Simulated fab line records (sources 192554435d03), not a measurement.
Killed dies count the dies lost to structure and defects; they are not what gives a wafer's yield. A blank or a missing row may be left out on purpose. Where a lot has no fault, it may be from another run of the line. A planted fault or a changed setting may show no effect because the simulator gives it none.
Split-lot experiment / flow n5-finfet / on a route of 1938 steps: 7 lots, 21 wafers read

ON THE SPLIT
At N5_BEOL_M7_TRENCH_ETCH_37 (etches SiCOH lowk in C4F6/O2, target depth 93.478 nm, time 31.2 s), the setting time-s was moved away from the recipe's 31.2 s on 6 of the 21 wafers read, by -14.6% to +18.1%. For the rest of the wafers, this setting stayed at what the recipe calls for.

FROM THE SPLIT TO THE READING: what the file shows between them, 11 steps
- N5_BEOL_M7_ETCH_41: etches SiCN in CH3F/O2, target depth 31.9 nm, time 57.8 s
- N5_BEOL_M7_STRIP_80: strips in N2/H2, time 10 s
- N5_BEOL_M7_OCD_MEAS_38
- N5_BEOL_M7_HM_STRIP_39: strips TiN in peroxide tin strip, target depth 25 nm, time 158 s
- N5_BEOL_M7_SRD_40: time 30 s
- N5_BEOL_M7_ECD_50: material Cu, target thk 300 nm
- N5_BEOL_M7_ANNEAL_51: time 90 s
- N5_BEOL_M7_CMP_52: polishes, stops on SiCOH lowk, t overpolish 6.9 s, target thk 80 nm
- N5_BEOL_M7_THK_MEAS_53: measures by xrf
- N5_BEOL_M7_PRE_CLEAN_55: time 15 s
- N5_BEOL_M7_DEP_56: deposits SiCN from 3MS/NH3, target thk 10 nm, time 17.5 s

THE READING
At N5_BEOL_M7_RS_MEAS_57, a four-point-probe measurement gives M7_RS in ohm/sq. Typical for fault-free wafers on this fab line: 0.284 ohm/sq, with standard deviation 0.0084 ohm/sq.

wafer=L079.1; tool, chamber at the split=rie-diel-03, 0; time-s as run, s=31.2; against the recipe=recipe; M7_RS, ohm/sq=0.287; against lot-mates on the recipe=-
wafer=L079.3; tool, chamber at the split=rie-diel-03, 2; time-s as run, s=31.2; against the recipe=recipe; M7_RS, ohm/sq=0.280; against lot-mates on the recipe=-
wafer=L079.4; tool, chamber at the split=rie-diel-03, 1; time-s as run, s=31.2; against the recipe=recipe; M7_RS, ohm/sq=0.282; against lot-mates on the recipe=-
wafer=L078.2; tool, chamber at the split=rie-diel-02, 2; time-s as run, s=31.2; against the recipe=recipe; M7_RS, ohm/sq=0.285; against lot-mates on the recipe=-
wafer=L078.3; tool, chamber at the split=rie-diel-02, 0; time-s as run, s=36.58; against the recipe=+17.2%; M7_RS, ohm/sq=0.232; against lot-mates on the recipe=-0.049
wafer=L078.6; tool, chamber at the split=rie-diel-02, 0; time-s as run, s=31.2; against the recipe=recipe; M7_RS, ohm/sq=0.278; against lot-mates on the recipe=-
wafer=L085.3; tool, chamber at the split=rie-diel-04, 1; time-s as run, s=31.2; against the recipe=recipe; M7_RS, ohm/sq=0.284; against lot-mates on the recipe=-
wafer=L085.4; tool, chamber at the split=rie-diel-04, 2; time-s as run, s=31.2; against the recipe=recipe; M7_RS, ohm/sq=0.285; against lot-mates on the recipe=-
wafer=L085.5; tool, chamber at the split=rie-diel-04, 1; time-s as run, s=31.2; against the recipe=recipe; M7_RS, ohm/sq=0.288; against lot-mates on the recipe=-
wafer=L084.3; tool, chamber at the split=rie-diel-02, 3; time-s as run, s=26.64; against the recipe=-14.6%; M7_RS, ohm/sq=0.363; against lot-mates on the recipe=+0.081
wafer=L084.4; tool, chamber at the split=rie-diel-02, 3; time-s as run, s=26.64; against the recipe=-14.6%; M7_RS, ohm/sq=0.377; against lot-mates on the recipe=+0.095
wafer=L084.5; tool, chamber at the split=rie-diel-02, 0; time-s as run, s=31.2; against the recipe=recipe; M7_RS, ohm/sq=0.282; against lot-mates on the recipe=-
wafer=L088.1; tool, chamber at the split=rie-diel-04, 1; time-s as run, s=31.2; against the recipe=recipe; M7_RS, ohm/sq=0.272; against lot-mates on the recipe=-
wafer=L088.3; tool, chamber at the split=rie-diel-04, 3; time-s as run, s=31.2; against the recipe=recipe; M7_RS, ohm/sq=0.273; against lot-mates on the recipe=-
wafer=L088.4; tool, chamber at the split=rie-diel-04, 2; time-s as run, s=31.2; against the recipe=recipe; M7_RS, ohm/sq=0.284; against lot-mates on the recipe=-
wafer=L091.2; tool, chamber at the split=rie-diel-03, 2; time-s as run, s=31.2; against the recipe=recipe; M7_RS, ohm/sq=0.290; against lot-mates on the recipe=-
wafer=L091.3; tool, chamber at the split=rie-diel-03, 1; time-s as run, s=33.68; against the recipe=+7.9%; M7_RS, ohm/sq=0.252; against lot-mates on the recipe=-0.041
wafer=L091.6; tool, chamber at the split=rie-diel-03, 3; time-s as run, s=31.2; against the recipe=recipe; M7_RS, ohm/sq=0.296; against lot-mates on the recipe=-
wafer=L097.2; tool, chamber at the split=rie-diel-04, 2; time-s as run, s=36.86; against the recipe=+18.1%; M7_RS, ohm/sq=0.230; against lot-mates on the recipe=-0.052
wafer=L097.3; tool, chamber at the split=rie-diel-04, 0; time-s as run, s=36.86; against the recipe=+18.1%; M7_RS, ohm/sq=0.233; against lot-mates on the recipe=-0.049
wafer=L097.5; tool, chamber at the split=rie-diel-04, 2; time-s as run, s=31.2; against the recipe=recipe; M7_RS, ohm/sq=0.282; against lot-mates on the recipe=-

THE FIT
A straight line over all 21 wafers: M7_RS changes by -0.00396 ohm/sq for each +1% of time-s; r = -0.94; the points scatter about the line by 0.012 ohm/sq.
The same after taking each lot's own level away (the mean of its wafers on the recipe; 21 wafers): -0.00398 ohm/sq for each +1%; r = -0.94; scatter 0.012 ohm/sq.
That fit puts the effect of the largest move of time-s on the reading at 0.072 ohm/sq.
The lots' own levels span 0.2763 to 0.2930 ohm/sq, that is 2.0 times the standard deviation above.
Hence the lot-to-lot level has little effect on the slope; both slopes agree.
Check: for one of the wafers moved furthest among these (+18.1%), held out of the fit, the line's prediction against its lot-mates is -0.0717 ohm/sq. Against them it came out at -0.052 ohm/sq.

THE WHOLE CHAIN: every reading that the file lists as answering this split, in the file's order
step=N5_BEOL_M7_TRENCH_ETCH_37; what it does=etches SiCOH lowk in C4F6/O2, target depth 93.478 nm, time 31.2 s; reading=BEOL_M7.feature-depth-nm (the simulator's own value, which no gauge read); change (the file's fit)=+0.949 nm for each +1% of the setting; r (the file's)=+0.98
step=N5_BEOL_M7_TRENCH_ETCH_37; what it does=etches SiCOH lowk in C4F6/O2, target depth 93.478 nm, time 31.2 s; reading=etch.depth-nm (the simulator's own value, which no gauge read); change (the file's fit)=+0.948 nm for each +1% of the setting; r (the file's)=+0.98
step=N5_BEOL_M7_OCD_MEAS_38; what it does=; reading=trench-depth-nm; change (the file's fit)=+0.936 nm for each +1% of the setting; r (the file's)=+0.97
step=N5_BEOL_M7_CMP_52; what it does=polishes, stops on SiCOH lowk, t overpolish 6.9 s, target thk 80 nm; reading=Cu_of_BEOL_M7_ECD_50.thk-nm (the simulator's own value, which no gauge read); change (the file's fit)=+0.941 nm for each +1% of the setting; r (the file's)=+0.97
step=N5_BEOL_M7_THK_MEAS_53; what it does=measures by xrf; reading=M7_THK; change (the file's fit)=+0.94 for each +1% of the setting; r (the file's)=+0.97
step=N5_BEOL_M7_RS_MEAS_57; what it does=measures by four-point-probe; reading=M7_RS; change (the file's fit)=-0.00373 for each +1% of the setting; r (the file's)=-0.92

THE FILE'S OWN FIT
M7_RS changes by -0.00373 ohm/sq for each +1% of time-s, r = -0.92.
